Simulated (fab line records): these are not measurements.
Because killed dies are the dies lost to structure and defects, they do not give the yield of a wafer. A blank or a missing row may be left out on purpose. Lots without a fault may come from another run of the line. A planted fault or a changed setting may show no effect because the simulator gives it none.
Lot-split experiment || flow n5_finfet || route with 1938 steps; 7 lots, 21 wafers read

## SPLIT DETAILS
At N5_BEOL_M10_COAT_64 (time 60 s, resist thk 30 nm), the setting spin_rpm was moved away from the recipe's 1500 rpm on 5 of the 21 wafers read, by -4.4% to +5.0%. The other wafers ran this setting at the recipe's value.

## FROM THE SPLIT TO THE READING: what the file shows between them, 4 steps
- N5_BEOL_M10_COAT_22: resist thk 90 nm (also split here: spin_rpm)
- N5_BEOL_M10_EBR_24
- N5_BEOL_M10_SOFTBAKE_23: time 60 s
- N5_BEOL_M10_DESCUM_33: chemistry O2, time 7.9 s

## THE READING
etch.depth_nm (the simulator's own value, which no gauge read), in nm, at N5_BEOL_M10_ETCH_65 (etches SiARC in CF4, target depth 39 nm, time 65 s). The file gives no usual value for it. Across the 16 wafers here that went through the recipe, the average is 30.05 nm and the standard deviation 0.096 nm.

{"wafer": "L079.2", "tool, chamber at the split": "litho_track-02, 0", "spin_rpm as run, rpm": 1500, "against the recipe": "recipe", "etch.depth_nm, nm": 29.98, "against lot-mates on the recipe": "-"}
{"wafer": "L079.5", "tool, chamber at the split": "litho_track-02, 0", "spin_rpm as run, rpm": 1500, "against the recipe": "recipe", "etch.depth_nm, nm": 29.9, "against lot-mates on the recipe": "-"}
{"wafer": "L079.6", "tool, chamber at the split": "litho_track-02, 0", "spin_rpm as run, rpm": 1500, "against the recipe": "recipe", "etch.depth_nm, nm": 29.99, "against lot-mates on the recipe": "-"}
{"wafer": "L078.1", "tool, chamber at the split": "litho_track-02, 0", "spin_rpm as run, rpm": 1500, "against the recipe": "recipe", "etch.depth_nm, nm": 29.99, "against lot-mates on the recipe": "-"}
{"wafer": "L078.3", "tool, chamber at the split": "litho_track-02, 0", "spin_rpm as run, rpm": 1500, "against the recipe": "recipe", "etch.depth_nm, nm": 30.01, "against lot-mates on the recipe": "-"}
{"wafer": "L078.5", "tool, chamber at the split": "litho_track-02, 0", "spin_rpm as run, rpm": 1500, "against the recipe": "recipe", "etch.depth_nm, nm": 30.01, "against lot-mates on the recipe": "-"}
{"wafer": "L083.1", "tool, chamber at the split": "litho_track-04, 0", "spin_rpm as run, rpm": 1500, "against the recipe": "recipe", "etch.depth_nm, nm": 30.2, "against lot-mates on the recipe": "-"}
{"wafer": "L083.2", "tool, chamber at the split": "litho_track-04, 0", "spin_rpm as run, rpm": 1500, "against the recipe": "recipe", "etch.depth_nm, nm": 30.12, "against lot-mates on the recipe": "-"}
{"wafer": "L083.4", "tool, chamber at the split": "litho_track-04, 0", "spin_rpm as run, rpm": 1443, "against the recipe": "-3.8%", "etch.depth_nm, nm": 30.79, "against lot-mates on the recipe": "+0.63"}
{"wafer": "L081.3", "tool, chamber at the split": "litho_track-02, 0", "spin_rpm as run, rpm": 1500, "against the recipe": "recipe", "etch.depth_nm, nm": 29.95, "against lot-mates on the recipe": "-"}
{"wafer": "L081.4", "tool, chamber at the split": "litho_track-02, 0", "spin_rpm as run, rpm": 1575, "against the recipe": "+5.0%", "etch.depth_nm, nm": 29.27, "against lot-mates on the recipe": -0.68}
{"wafer": "L081.6", "tool, chamber at the split": "litho_track-02, 0", "spin_rpm as run, rpm": 1575, "against the recipe": "+5.0%", "etch.depth_nm, nm": 29.3, "against lot-mates on the recipe": -0.65}
{"wafer": "L086.2", "tool, chamber at the split": "litho_track-02, 0", "spin_rpm as run, rpm": 1500, "against the recipe": "recipe", "etch.depth_nm, nm": 29.87, "against lot-mates on the recipe": "-"}
{"wafer": "L086.4", "tool, chamber at the split": "litho_track-02, 0", "spin_rpm as run, rpm": 1434, "against the recipe": "-4.4%", "etch.depth_nm, nm": 30.55, "against lot-mates on the recipe": "+0.68"}
{"wafer": "L086.6", "tool, chamber at the split": "litho_track-02, 0", "spin_rpm as run, rpm": 1434, "against the recipe": "-4.4%", "etch.depth_nm, nm": 30.51, "against lot-mates on the recipe": "+0.64"}
{"wafer": "L089.2", "tool, chamber at the split": "litho_track-04, 0", "spin_rpm as run, rpm": 1500, "against the recipe": "recipe", "etch.depth_nm, nm": 30.07, "against lot-mates on the recipe": "-"}
{"wafer": "L089.4", "tool, chamber at the split": "litho_track-04, 0", "spin_rpm as run, rpm": 1500, "against the recipe": "recipe", "etch.depth_nm, nm": 30.12, "against lot-mates on the recipe": "-"}
{"wafer": "L089.5", "tool, chamber at the split": "litho_track-04, 0", "spin_rpm as run, rpm": 1500, "against the recipe": "recipe", "etch.depth_nm, nm": 30.06, "against lot-mates on the recipe": "-"}
{"wafer": "L091.1", "tool, chamber at the split": "litho_track-01, 0", "spin_rpm as run, rpm": 1500, "against the recipe": "recipe", "etch.depth_nm, nm": 30.13, "against lot-mates on the recipe": "-"}
{"wafer": "L091.2", "tool, chamber at the split": "litho_track-01, 0", "spin_rpm as run, rpm": 1500, "against the recipe": "recipe", "etch.depth_nm, nm": 30.19, "against lot-mates on the recipe": "-"}
{"wafer": "L091.4", "tool, chamber at the split": "litho_track-01, 0", "spin_rpm as run, rpm": 1500, "against the recipe": "recipe", "etch.depth_nm, nm": 30.15, "against lot-mates on the recipe": "-"}

FIT RESULTS
A straight line over all 21 wafers: etch.depth_nm changes by -0.143 nm for each +1% of spin_rpm; r = -0.95; the points scatter about the line by 0.11 nm.
The same after taking each lot's own level away (the mean of its wafers on the recipe; 21 wafers): -0.144 nm for each +1%; r = -0.99; scatter 0.036 nm.
According to that fit, moving spin_rpm by its largest amount changes the reading by 0.72 nm.
The lots' own levels span 29.870 to 30.160 nm, that is 3.0 times the standard deviation above.
Hence the lot-to-lot level has little effect on the slope; both slopes agree.
Check: -0.718 nm against its lot-mates is what the line predicts for one of the wafers moved furthest among these (+5.0%) when that wafer is left out of the fit. Against them it came out at -0.68 nm.

## THESE WAFERS: OTHER SPLITS
Before the reading, these wafers also passed through other splits. Each is held against what the fit with the lots' levels taken away leaves over:
{"other split on the same wafers": "N5_BEOL_M8_TRENCH_ETCH_37 time_s", "wafers away from the commonest value": 6, "r with etch.depth_nm (lot level and that fit taken away)": "+0.07"}
{"other split on the same wafers": "N5_BEOL_M9_COAT_60 spin_rpm", "wafers away from the commonest value": 5, "r with etch.depth_nm (lot level and that fit taken away)": "+0.18"}
{"other split on the same wafers": "N5_BEOL_M9_ETCH_62 time_s", "wafers away from the commonest value": 9, "r with etch.depth_nm (lot level and that fit taken away)": "+0.24"}
{"other split on the same wafers": "N5_BEOL_M10_COAT_22 spin_rpm", "wafers away from the commonest value": 8, "r with etch.depth_nm (lot level and that fit taken away)": "+0.34"}

## THE WHOLE CHAIN: every reading that the file lists as answering this split, in the file's order
{"step": "N5_BEOL_M10_COAT_64", "what it does": "time 60 s, resist thk 30 nm", "reading": "SiARC_of_BEOL_M10_COAT_64.thk_nm (the simulator's own value, which no gauge read)", "change (the file's fit)": "-0.158 nm for each +1% of the setting", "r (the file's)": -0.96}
{"step": "N5_BEOL_M10_ETCH_65", "what it does": "etches SiARC in CF4, target depth 39 nm, time 65 s", "reading": "etch.depth_nm (the simulator's own value, which no gauge read)", "change (the file's fit)": "-0.146 nm for each +1% of the setting", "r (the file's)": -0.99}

## THE FILE'S OWN FIT
etch.depth_nm changes by -0.146 nm for each +1% of spin_rpm, r = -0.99.
